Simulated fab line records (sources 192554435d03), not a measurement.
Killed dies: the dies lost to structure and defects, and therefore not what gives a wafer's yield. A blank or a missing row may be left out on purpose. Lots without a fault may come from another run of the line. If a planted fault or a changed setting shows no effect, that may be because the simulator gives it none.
Split-lot study / flow n5 finfet / 21 wafers read from 7 lots, route of 1938 steps

THE SPLIT ITSELF
At N5_SDB_ALD_29 (deposits SiNx, target thk 30 nm, pulse time 1 s, ald cycles 600), the setting ald cycles was moved away from the recipe's 600 on 10 of the 21 wafers read, by -14.0% to +14.2%. For the rest of the wafers, this setting stayed at what the recipe calls for.

The reading comes from the split's own step.

THE READING
SiNx_of_SDB_ALD_29.thk nm (the simulator's own value, which no gauge read), in nm, at N5_SDB_ALD_29 (deposits SiNx, target thk 30 nm, pulse time 1 s, ald cycles 600). There is no usual value for it anywhere in the file. The 11 wafers here that ran the recipe average 30.0 nm, standard deviation 0.1 nm.

wafer=L079.1; tool, chamber at the split=ald sin-02, 0,2,2; ald cycles as run=600; against the recipe=recipe; SiNx_of_SDB_ALD_29.thk nm, nm=30; against lot-mates on the recipe=-
wafer=L079.3; tool, chamber at the split=ald sin-02, 0,2,2; ald cycles as run=600; against the recipe=recipe; SiNx_of_SDB_ALD_29.thk nm, nm=30; against lot-mates on the recipe=-
wafer=L079.5; tool, chamber at the split=ald sin-02, 0,2,2; ald cycles as run=600; against the recipe=recipe; SiNx_of_SDB_ALD_29.thk nm, nm=30; against lot-mates on the recipe=-
wafer=L082.2; tool, chamber at the split=ald sin-02, 3; ald cycles as run=600; against the recipe=recipe; SiNx_of_SDB_ALD_29.thk nm, nm=30.2; against lot-mates on the recipe=-
wafer=L082.4; tool, chamber at the split=ald sin-02, 1,2; ald cycles as run=662; against the recipe=+10.3%; SiNx_of_SDB_ALD_29.thk nm, nm=33.2; against lot-mates on the recipe=+3.0
wafer=L082.5; tool, chamber at the split=ald sin-02, 1,2; ald cycles as run=662; against the recipe=+10.3%; SiNx_of_SDB_ALD_29.thk nm, nm=33.2; against lot-mates on the recipe=+3.0
wafer=L087.1; tool, chamber at the split=ald sin-02, 2; ald cycles as run=651; against the recipe=+8.5%; SiNx_of_SDB_ALD_29.thk nm, nm=32.8; against lot-mates on the recipe=+2.8
wafer=L087.3; tool, chamber at the split=ald sin-02, 0,3; ald cycles as run=600; against the recipe=recipe; SiNx_of_SDB_ALD_29.thk nm, nm=30; against lot-mates on the recipe=-
wafer=L087.4; tool, chamber at the split=ald sin-02, 0,3; ald cycles as run=600; against the recipe=recipe; SiNx_of_SDB_ALD_29.thk nm, nm=30; against lot-mates on the recipe=-
wafer=L091.3; tool, chamber at the split=ald sin-02, 3; ald cycles as run=600; against the recipe=recipe; SiNx_of_SDB_ALD_29.thk nm, nm=30; against lot-mates on the recipe=-
wafer=L091.4; tool, chamber at the split=ald sin-02, 0; ald cycles as run=685; against the recipe=+14.2%; SiNx_of_SDB_ALD_29.thk nm, nm=34.4; against lot-mates on the recipe=+4.4
wafer=L091.5; tool, chamber at the split=ald sin-02, 3; ald cycles as run=685; against the recipe=+14.2%; SiNx_of_SDB_ALD_29.thk nm, nm=34.2; against lot-mates on the recipe=+4.2
wafer=L093.1; tool, chamber at the split=ald sin-04, 2,3; ald cycles as run=675; against the recipe=+12.5%; SiNx_of_SDB_ALD_29.thk nm, nm=33.6; against lot-mates on the recipe=no lot-mate on the recipe
wafer=L093.4; tool, chamber at the split=ald sin-04, 2,3; ald cycles as run=675; against the recipe=+12.5%; SiNx_of_SDB_ALD_29.thk nm, nm=33.6; against lot-mates on the recipe=no lot-mate on the recipe
wafer=L093.2; tool, chamber at the split=ald sin-04, 1; ald cycles as run=675; against the recipe=+12.5%; SiNx_of_SDB_ALD_29.thk nm, nm=33.8; against lot-mates on the recipe=no lot-mate on the recipe
wafer=L094.1; tool, chamber at the split=ald sin-02, 1; ald cycles as run=600; against the recipe=recipe; SiNx_of_SDB_ALD_29.thk nm, nm=30; against lot-mates on the recipe=-
wafer=L094.2; tool, chamber at the split=ald sin-02, 2,3; ald cycles as run=516; against the recipe=-14.0%; SiNx_of_SDB_ALD_29.thk nm, nm=25.8; against lot-mates on the recipe=-4.2
wafer=L094.6; tool, chamber at the split=ald sin-02, 2,3; ald cycles as run=516; against the recipe=-14.0%; SiNx_of_SDB_ALD_29.thk nm, nm=25.8; against lot-mates on the recipe=-4.2
wafer=L096.2; tool, chamber at the split=ald sin-01, 3,0; ald cycles as run=600; against the recipe=recipe; SiNx_of_SDB_ALD_29.thk nm, nm=29.8; against lot-mates on the recipe=-
wafer=L096.4; tool, chamber at the split=ald sin-01, 3,0; ald cycles as run=600; against the recipe=recipe; SiNx_of_SDB_ALD_29.thk nm, nm=29.8; against lot-mates on the recipe=-
wafer=L096.5; tool, chamber at the split=ald sin-01, 0; ald cycles as run=600; against the recipe=recipe; SiNx_of_SDB_ALD_29.thk nm, nm=30; against lot-mates on the recipe=-
Rows listing several chambers each stand for several wafers; the file does not say which wafer went through which chamber.

THE FIT
A straight line over all 21 wafers: SiNx_of_SDB_ALD_29.thk nm changes by +0.302 nm for each +1% of ald cycles; r = +1.00; the points scatter about the line by 0.12 nm.
The same after taking each lot's own level away (the mean of its wafers on the recipe; 18 wafers): +0.301 nm for each +1%; r = +1.00; scatter 0.091 nm.
According to that fit, moving ald cycles by its largest amount changes the reading by 4.3 nm.
The lots' own levels span 29.87 to 30.20 nm, that is 3.2 times the standard deviation above.
The two slopes are in agreement: the lot-to-lot level therefore moves the slope only a little.
Check: for one of the wafers moved furthest among these (+14.2%), held out of the fit, the line's prediction against its lot-mates is +4.24 nm. Against them it came out at +4.4 nm.

OTHER SPLITS ON THESE WAFERS
Note: prior to the reading, these wafers also went through further splits. Each is held against what the fit with the lots' levels taken away leaves over:
other split on the same wafers=N5_SD_EPI_P_DESCUM_14 time s; wafers away from the commonest value=7; r with SiNx_of_SDB_ALD_29.thk nm (lot level and that fit taken away)=-0.09

FILE'S OWN FIT
SiNx_of_SDB_ALD_29.thk nm changes by +0.303 nm for each +1% of ald cycles, r = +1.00.
